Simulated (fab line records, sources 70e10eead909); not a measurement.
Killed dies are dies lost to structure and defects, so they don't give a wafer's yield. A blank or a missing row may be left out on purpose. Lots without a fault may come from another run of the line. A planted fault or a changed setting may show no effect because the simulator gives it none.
fab line records | flow nand_harc | part 2 of 2: steps 24 to 29 of 29
record lots=5 wafers=15 last_day=32
route steps=1302 shown A_STAIRCASE@717
lots that met no fault: from a run of the same line without faults
start_h: hours from the record's first day to the start of the lot's first wafer shown | wait_h: hours since the lot's step before | " the same as in the row above | L1.1+2: a row that stands for several wafers | - no value, or no start given | * or withheld: withheld | < > ~ a bound
route shown NAME@n: a module of which the file shows steps, and the number in the route of the first | usual: mean/standard deviation of fault-free wafers | same: alike in all rows | chamber/n: place in a boat | sites: the reading at each site | _std_site: their standard deviation | _edge_site: outer sites' mean less inner sites' | radius_mm: how far each site lies from the wafer's centre | mask NAME#n: copy n | behind: the tool/chamber that last shaped the wafer | hold: why the lot was held/for how many hours/how that ended | device: the transistor (n, p or np) that didn't switch | end of line: the same wafers' tests at the end of the route | a step without rows: its recipe alone | killed: dies lost to structure and defects at the first sort, not the wafer's yield | map: a wafer's dies, x killed, . not, _ none there
set.NAME: the setting as run; set.NAME@STEP: as run at that earlier step | model.NAME: the simulator's own value behind a step, which no gauge read
lots at some steps of the route; a table a step, a row a wafer
services: from which hour (start_h, from the record's first day; less than 0 if before it) a tool's chamber was out of use, for how many hours, and why
## steps
# step NHARC_A_STAIRCASE_TRIM_229
# recipe time_s=211.2 o2_flow_sccm=500 ar_flow_sccm=0 bias_w=0 chemistry=O2
# usual drypump_motor_current_A=5.9/0.42 oes_product_au=1.003/0.0077 rf_vpp_V=57.9/0.94 showerhead_plenum_p_Torr=3.55/0.17 throttle_valve_pct=17.038/0.0087
# columns lot.wafer tool chamber start_h wait_h drypump_motor_current_A oes_product_au rf_hours_counter_h rf_vpp_V showerhead_plenum_p_Torr throttle_valve_pct
L078.4 rie_diel-06 1 399.22 0.1 5.9 1.006 29 56.4 3.30 17.034
L078.6 " 1 " " 5.9 1.008 - 57.8 3.30 17.044
L078.5 " 2 " " 5.3 1.007 - 57.4 3.38 17.032
L080.3 rie_diel-01 3 422.89 0.1 6.6 0.997 13 57.7 3.40 17.040
L080.1 " 0 " " 5.4 0.992 13 57.6 3.77 17.051
L080.5 " 2 " " 5.8 0.985 - 57.0 3.71 17.045
L081.4 rie_diel-13 1 428.50 0.1 5.6 0.995 29 56.3 3.41 17.035
L081.1 " 3 " " 6.3 0.996 25 58.5 3.64 17.043
L081.6 " 2 " " 6.2 0.997 - 58.1 3.62 17.025
L082.3 rie_diel-06 1 435.64 0.1 6.0 1.018 39 57.7 3.30 17.044
L082.4 " 2 " " 5.3 1.011 44 57.7 3.38 17.061
L082.6 " 0 " " 6.5 1.004 - 58.3 3.63 17.056
L093.3 rie_diel-13 0 552.91 0.1 5.5 1.012 11 58.5 3.76 17.021
L093.1 " 1 " " 5.6 0.990 12 57.9 3.39 17.039
L093.2 " 2 " " 6.2 0.990 12 56.8 3.59 17.035
# step NHARC_A_STAIRCASE_ETCH_230
# recipe target_depth_a=1000 time_s=40.5 ion_energy_ev=400 c4f8_flow_sccm=20 o2_flow_sccm=10 ar_flow_sccm=withheld rf_w=600 bias_w=1000 chemistry=C4F8/O2
# usual oes_product_au=0.949/0.016 rf_fwd_power_W=592/3.1 rf_vpp_V=897/6.4
# columns lot.wafer tool chamber start_h wait_h oes_product_au rf_fwd_power_W rf_hours_counter_h rf_vpp_V
L078.4 rie_diel-06 1 - - 0.945 591 29 888
L078.6 " 1 " " 0.957 594 - 887
L078.5 " 2 " " 0.955 594 - 890
L080.3 rie_diel-01 1 - - 0.931 588 12 887
L080.1 " 3 " " 0.953 592 13 889
L080.5 " 1 " " 0.930 584 - 887
L081.4 rie_diel-13 3 - - 0.957 590 25 901
L081.1 " 0 " " 0.947 590 33 903
L081.6 " 2 " " 0.930 593 - 899
L082.3 rie_diel-06 0 - - 0.956 594 40 900
L082.4 " 2 " " 0.984 593 44 891
L082.6 " 0 " " 0.948 596 - 901
L093.2 rie_diel-13 2 - - 0.932 594 12 899
L093.3 " 3 " " 0.953 591 3 900
L093.1 " 0 " " 0.942 592 12 904
# step NHARC_A_STAIRCASE_TRIM_231
# recipe time_s=211.2 o2_flow_sccm=500 ar_flow_sccm=0 bias_w=0 chemistry=O2
# usual drypump_motor_current_A=5.9/0.43 oes_product_au=1.002/0.0074 rf_vpp_V=57.8/1 showerhead_plenum_p_Torr=3.55/0.17 throttle_valve_pct=17.036/0.0085
# columns lot.wafer tool chamber start_h wait_h drypump_motor_current_A oes_product_au rf_hours_counter_h rf_vpp_V showerhead_plenum_p_Torr throttle_valve_pct
L078.4 rie_diel-06 2 - - 5.3 1.006 35 57.6 3.38 17.027
L078.6 " 1 " " 5.9 1.008 - 57.3 3.30 17.044
L078.5 " 2 " " 5.3 1.010 - 57.6 3.38 17.030
L080.3 rie_diel-01 2 - - 5.8 0.997 11 58.7 3.71 17.054
L080.1 " 0 " " 5.3 1.004 14 57.8 3.77 17.028
L080.5 " 2 " " 5.8 1.000 - 59.3 3.71 17.042
L081.4 rie_diel-13 1 - - 5.7 0.996 29 56.6 3.41 17.051
L081.1 " 2 " " 6.3 0.997 28 57.0 3.62 17.044
L081.6 " 1 " " 5.6 0.997 - 58.8 3.41 17.047
L082.3 rie_diel-06 3 - - 5.4 1.010 45 57.2 3.39 17.051
L082.4 " 0 " " 6.5 1.005 40 57.6 3.63 17.041
L082.6 " 2 " " 5.3 1.005 - 58.5 3.38 17.027
L093.3 rie_diel-13 2 - - 6.2 0.992 12 56.2 3.59 17.041
L093.1 " 3 " " 6.3 1.002 3 58.1 3.62 17.034
L093.2 " 0 " " 5.4 1.005 12 58.0 3.76 17.056
# step NHARC_A_STAIRCASE_ETCH_232
# recipe target_depth_a=1000 time_s=40.5 ion_energy_ev=400 c4f8_flow_sccm=20 o2_flow_sccm=10 ar_flow_sccm=withheld rf_w=600 bias_w=1000 chemistry=C4F8/O2
# usual oes_product_au=0.947/0.011 rf_fwd_power_W=591.8/2.7 rf_vpp_V=897/6.3
# columns lot.wafer tool chamber start_h wait_h oes_product_au rf_fwd_power_W rf_hours_counter_h rf_vpp_V
L078.4 rie_diel-06 1 - - 0.940 590.8 29 889
L078.5 " 1 " " 0.947 589.4 - 887
L078.6 " 2 " " 0.949 593.2 - 891
L080.1 rie_diel-01 2 - - 0.936 593.0 11 902
L080.3 " 1 " " 0.944 588.7 12 888
L080.5 " 3 " " 0.952 589.9 - 893
L081.1 rie_diel-13 2 - - 0.950 591.8 28 898
L081.4 " 3 " " 0.952 589.6 26 899
L081.6 " 1 " " 0.931 597.1 - 891
L082.3 rie_diel-06 3 - - 0.960 593.8 45 893
L082.4 " 2 " " 0.951 596.1 44 891
L082.6 " 3 " " 0.963 595.0 - 891
L093.2 rie_diel-13 0 - - 0.957 588.0 12 903
L093.1 " 2 " " 0.945 593.2 12 897
L093.3 " 3 " " 0.945 585.7 3 899
# step NHARC_A_STAIRCASE_TRIM_233
# recipe time_s=211.2 o2_flow_sccm=500 ar_flow_sccm=0 bias_w=0 chemistry=O2
# usual drypump_motor_current_A=5.8/0.43 oes_product_au=1.002/0.0084 rf_vpp_V=57.7/0.93 showerhead_plenum_p_Torr=3.55/0.17 throttle_valve_pct=17.037/0.0088
# columns lot.wafer tool chamber start_h wait_h drypump_motor_current_A oes_product_au rf_hours_counter_h rf_vpp_V showerhead_plenum_p_Torr throttle_valve_pct
L078.4 rie_diel-06 0 - - 6.5 1.012 29 58.2 3.63 17.033
L078.6 " 1 " " 5.9 0.999 - 57.6 3.30 17.022
L078.5 " 2 " " 5.4 1.010 - 56.5 3.38 17.036
L080.1 rie_diel-01 0 - - 5.3 1.011 14 59.1 3.77 17.048
L080.3 " 1 " " 5.6 1.000 12 57.3 3.30 17.047
L080.5 " 3 " " 6.6 1.012 - 58.4 3.40 17.045
L081.1 rie_diel-13 2 - - 6.3 0.998 28 57.7 3.62 17.028
L081.4 " 0 " " 5.4 0.992 34 60.7 3.79 17.026
L081.6 " 2 " " 6.2 0.995 - 56.9 3.62 17.037
L082.3 rie_diel-06 0 - - 6.5 1.010 40 59.0 3.63 17.048
L082.4 " 2 " " 5.3 0.994 44 57.1 3.38 17.040
L082.6 " 0 " " 6.5 1.005 - 56.7 3.63 17.047
L093.2 rie_diel-13 2 - - 6.3 0.997 12 57.7 3.59 17.044
L093.3 " 3 " " 6.3 1.003 3 58.4 3.62 17.039
L093.1 " 1 " " 5.7 0.997 12 57.8 3.39 17.055
# step NHARC_A_STAIRCASE_ETCH_234
# recipe target_depth_a=1000 time_s=40.5 ion_energy_ev=400 c4f8_flow_sccm=20 o2_flow_sccm=10 ar_flow_sccm=withheld rf_w=600 bias_w=1000 chemistry=C4F8/O2
# usual oes_product_au=0.946/0.0095 rf_fwd_power_W=592.2/2.7 rf_vpp_V=897/6.3
# columns lot.wafer tool chamber start_h wait_h oes_product_au rf_fwd_power_W rf_hours_counter_h rf_vpp_V
L078.4 rie_diel-06 0 - - 0.949 596.8 29 901
L078.6 " 0 " " 0.944 596.3 - 899
L078.5 " 1 " " 0.944 593.3 - 887
L080.3 rie_diel-01 1 - - 0.949 586.9 12 887
L080.1 " 2 " " 0.955 593.0 11 904
L080.5 " 1 " " 0.949 586.3 - 888
L081.4 rie_diel-13 1 - - 0.936 593.0 29 891
L081.1 " 3 " " 0.951 590.9 26 900
L081.6 " 2 " " 0.936 595.2 - 900
L082.3 rie_diel-06 3 - - 0.960 591.8 45 891
L082.4 " 2 " " 0.959 595.2 44 891
L082.6 " 3 " " 0.969 593.3 - 891
L093.3 rie_diel-13 0 - - 0.958 588.4 12 905
L093.2 " 1 " " 0.955 595.6 12 890
L093.1 " 3 " " 0.935 590.8 3 900
## services
# columns tool chamber start_h hours kind
rie_diel-13 0 375.50 - clean
rie_diel-13 1 375.50 - clean
rie_diel-13 2 375.50 - clean
rie_diel-13 3 375.50 - clean
rie_diel-01 - 382.39 9.0 pm
rie_diel-13 1 384.78 2.4 repair
plasma_asher-02 - 393.12 1.4 repair
litho_track-02 - 402.00 7.0 pm
wet_bench-04 - 403.20 8.0 pm
krf_scanner-01 - 419.29 0.5 repair
rie_diel-06 - 419.89 0.2 repair
plasma_asher-02 - 426.12 9.0 pm
krf_scanner-02 - 438.00 4.0 pm
litho_track-03 - 450.02 7.0 pm
litho_track-05 - 474.02 7.0 pm
rie_diel-01 3 481.29 5.7 repair
rie_diel-06 - 484.56 9.0 pm
plasma_asher-02 - 491.92 1.8 repair
rie_diel-06 3 493.93 7.9 repair
krf_scanner-01 - 495.23 4.0 pm
rie_diel-13 - 519.00 9.0 pm
plasma_asher-01 - 519.30 9.0 pm
rie_diel-13 3 528.26 14.9 repair
wet_bench-01 - 548.27 8.0 pm
